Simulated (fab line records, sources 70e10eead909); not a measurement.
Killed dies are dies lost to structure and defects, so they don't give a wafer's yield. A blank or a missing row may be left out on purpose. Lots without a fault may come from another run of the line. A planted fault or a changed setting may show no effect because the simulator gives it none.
Which tool did it? | flow nand_harc | 12 lots, 36 wafers sampled, at 4 steps of a route of 1302

WHAT THE GAUGES READ, wafer by wafer
NHARC_A_SIN_REMOVE_INSPECT_04.
lot  | measured     | on                | raw_defect_count
L074 | day 20 17:29 | defect_inspect-01 | 276 335 278
L077 | day 21 12:03 | defect_inspect-01 | 401 360 391
L078 | day 21 20:24 | defect_inspect-02 | 389 504 441
L082 | day 23 09:32 | defect_inspect-01 | 344 302 424
L083 | day 23 18:54 | defect_inspect-01 | 437 400 356
L085 | day 25 13:50 | defect_inspect-01 | 404 527 518
L086 | day 25 17:41 | defect_inspect-01 | 620 516 374
L088 | day 26 10:44 | defect_inspect-02 | 291 281 277
L090 | day 27 01:30 | defect_inspect-01 | 424 422 318
L093 | day 28 16:55 | defect_inspect-02 | 285 328 311
L094 | day 29 04:15 | defect_inspect-02 | 370 332 458
L096 | day 29 19:17 | defect_inspect-01 | 314 399 466

WHICH TOOL RAN EACH LOT (tool, then ch and the chambers of the sampled wafers, then the start)
lot  | NHARC_A_SLIT_DEP_23             | NHARC_A_SLIT_ETCH_17             | NHARC_A_SLIT_ETCH_26
L074 | pecvd-03 ch 0,1,2, day 20 03:37 | har_etch-02 ch 0,1, day 20 06:20 | har_etch-02 ch 0,1, day 20 09:28
L077 | pecvd-02 ch 1,2, day 20 22:08   | har_etch-01 ch 1, day 21 01:03   | har_etch-01 ch 1, day 21 04:04
L078 | pecvd-03 ch 1,2, day 21 06:48   | har_etch-01 ch 0,1, day 21 10:06 | har_etch-01 ch 0,1, day 21 12:34
L082 | pecvd-02 ch 0,1,2, day 22 20:13 | har_etch-02 ch 0,1, day 22 22:20 | har_etch-02 ch 0,1, day 23 02:01
L083 | pecvd-03 ch 1,2, day 23 05:10   | har_etch-01 ch 0,1, day 23 07:14 | har_etch-01 ch 0,1, day 23 10:52
L085 | pecvd-01 ch 0,1, day 24 23:56   | har_etch-01 ch 0,1, day 25 02:10 | har_etch-01 ch 0,1, day 25 05:47
L086 | pecvd-02 ch 0,1, day 25 02:02   | har_etch-01 ch 1, day 25 06:35   | har_etch-01 ch 1, day 25 09:40
L088 | pecvd-01 ch 0,1, day 25 20:38   | har_etch-02 ch 0,1, day 26 00:13 | har_etch-02 ch 0,1, day 26 02:40
L090 | pecvd-03 ch 1,2, day 26 08:26   | har_etch-02 ch 0,1, day 26 14:19 | har_etch-02 ch 0,1, day 26 17:22
L093 | pecvd-02 ch 1,2, day 28 02:59   | har_etch-02 ch 1, day 28 05:10   | har_etch-02 ch 1, day 28 08:50
L094 | pecvd-03 ch 1,2, day 28 14:34   | har_etch-02 ch 0,1, day 28 16:41 | har_etch-02 ch 0,1, day 28 20:17
L096 | pecvd-03 ch 0,2, day 29 05:37   | har_etch-01 ch 0,1, day 29 08:10 | har_etch-01 ch 0,1, day 29 11:13
- NHARC_A_SLIT_DEP_23: deposits SiON, target thk 100 nm.
- NHARC_A_SLIT_ETCH_17: etches the open film in C4F8/O2/Ar, time 4254.5 s, target depth 20300 nm.
- NHARC_A_SLIT_ETCH_26: etches the open film in C4F8/O2/Ar, time 90 s, target depth 400 nm.

THE ANSWER, worked out from the rows above alone
Rule: what is usual is taken from the lots themselves. Put in order of their means at a reading, lots are off if they are a third of the lots or fewer, leave a main group of 4 or more, and stand apart from it by a gap of 3 or more times the standard deviation of the main group's means; of several such gaps the widest counts. A main group whose means are all the same, to the digits that the tables above print for the reading, isn't used. A lot without any number at a reading at which 4 lots or more have one is off too. The other lots that the step has rows for count as sound.
No lot is off at any reading shown: from this, nothing can be told.

WHAT THE SIMULATOR HAD PUT IN
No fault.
